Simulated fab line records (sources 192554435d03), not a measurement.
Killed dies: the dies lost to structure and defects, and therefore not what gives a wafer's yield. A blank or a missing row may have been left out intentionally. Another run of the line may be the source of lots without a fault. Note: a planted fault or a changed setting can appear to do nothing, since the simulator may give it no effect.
Split-lot study | flow n5-finfet | 7 lots, 21 wafers read, on a route of 1938 steps

THE SPLIT
At N5_HKMG_FIN_PEB_10 (peb time 60 s), the setting peb-time-s was moved away from the recipe's 60 s on 10 of the 21 wafers read, by -17.0% to +20.2%. All remaining wafers had this setting at the recipe value.

FROM SPLIT TO READING: 1 step shown by the file between the two
- N5_HKMG_FIN_DEVELOP_11: develop time 30 s

THE READING
cd-nm at N5_HKMG_FIN_CD_MEAS_12, given in nm (cd target 92.8 nm). On this fab line, fault-free wafers typically give 93.0 nm with a standard deviation of 0.62 nm.

wafer  | tool, chamber at the split | peb-time-s as run, s | against the recipe | cd-nm, nm | against lot-mates on the recipe
L074.2 | litho-track-02, 0          | 60                   | recipe             | 92.7      | -
L074.4 | litho-track-02, 0          | 60                   | recipe             | 92.8      | -
L074.6 | litho-track-02, 0          | 60                   | recipe             | 92.0      | -
L084.3 | litho-track-01, 0          | 49.81                | -17.0%             | 87.8      | -4.5
L084.4 | litho-track-01, 0          | 49.81                | -17.0%             | 86.4      | -5.9
L084.5 | litho-track-01, 0          | 60                   | recipe             | 92.3      | -
L085.1 | litho-track-02, 0          | 60                   | recipe             | 93.8      | -
L085.3 | litho-track-02, 0          | 50.65                | -15.6%             | 87.3      | -6.5
L085.4 | litho-track-02, 0          | 50.65                | -15.6%             | 86.6      | -7.2
L086.2 | litho-track-02, 0          | 60                   | recipe             | 93.2      | -
L086.5 | litho-track-02, 0          | 67.14                | +11.9%             | 96.4      | +3.2
L086.6 | litho-track-02, 0          | 67.14                | +11.9%             | 96.5      | +3.3
L089.2 | litho-track-05, 0          | 67.3                 | +12.2%             | 97.4      | +4.2
L089.5 | litho-track-05, 0          | 60                   | recipe             | 93.2      | -
L089.6 | litho-track-05, 0          | 67.3                 | +12.2%             | 96.8      | +3.6
L090.1 | litho-track-01, 0          | 72.13                | +20.2%             | 98.1      | +5.1
L090.2 | litho-track-01, 0          | 72.13                | +20.2%             | 97.9      | +4.9
L090.6 | litho-track-01, 0          | 60                   | recipe             | 93.0      | -
L093.1 | litho-track-05, 0          | 60                   | recipe             | 93.0      | -
L093.2 | litho-track-05, 0          | 60                   | recipe             | 93.3      | -
L093.5 | litho-track-05, 0          | 60                   | recipe             | 93.5      | -

FIT RESULTS
A straight line over all 21 wafers: cd-nm changes by +0.317 nm for each +1% of peb-time-s; r = +0.98; the points scatter about the line by 0.7 nm.
The same after taking each lot's own level away (the mean of its wafers on the recipe; 21 wafers): +0.314 nm for each +1%; r = +0.98; scatter 0.77 nm.
Per that fit: largest peb-time-s move, reading shift of 6.4 nm.
Across the lots, their own levels run from 92.30 to 93.80 nm, a range of 2.4 times the standard deviation given above.
The two slopes are in agreement: the lot-to-lot level therefore moves the slope only a little.
Check: with one of the wafers moved furthest among these (+20.2%) left out of the fit, the line predicts +6.23 nm for it against its lot-mates. It came out at +5.1 nm against them.

OTHER SPLITS APPLIED TO THESE WAFERS
These wafers also went through other splits before the reading. Each is held against what the fit with the lots' levels taken away leaves over:
other split on the same wafers | wafers away from the commonest value | r with cd-nm (lot level and that fit taken away)
N5_WELL_APT_EXPOSE_05 dose-mj  | 8                                    | -0.23
N5_WELL_APT_PEB_06 peb-time-s  | 8                                    | +0.10
N5_WELL_APT_COAT_19 spin-rpm   | 3                                    | -0.01
N5_FIN_SAQP_ETCH_65 time-s     | 9                                    | +0.23
N5_DUMMY_GATE_COAT_34 spin-rpm | 9                                    | -0.26
N5_DUMMY_GATE_COAT_28 temp-c   | 8                                    | -0.14
N5_SD_EPI_N_EXPOSE_06 dose-mj  | 7                                    | +0.13
N5_SD_EPI_N_ETCH_35 time-s     | 6                                    | +0.11

THE FILE'S OWN FIT
cd-nm changes by +0.312 nm for each +1% of peb-time-s, r = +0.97.
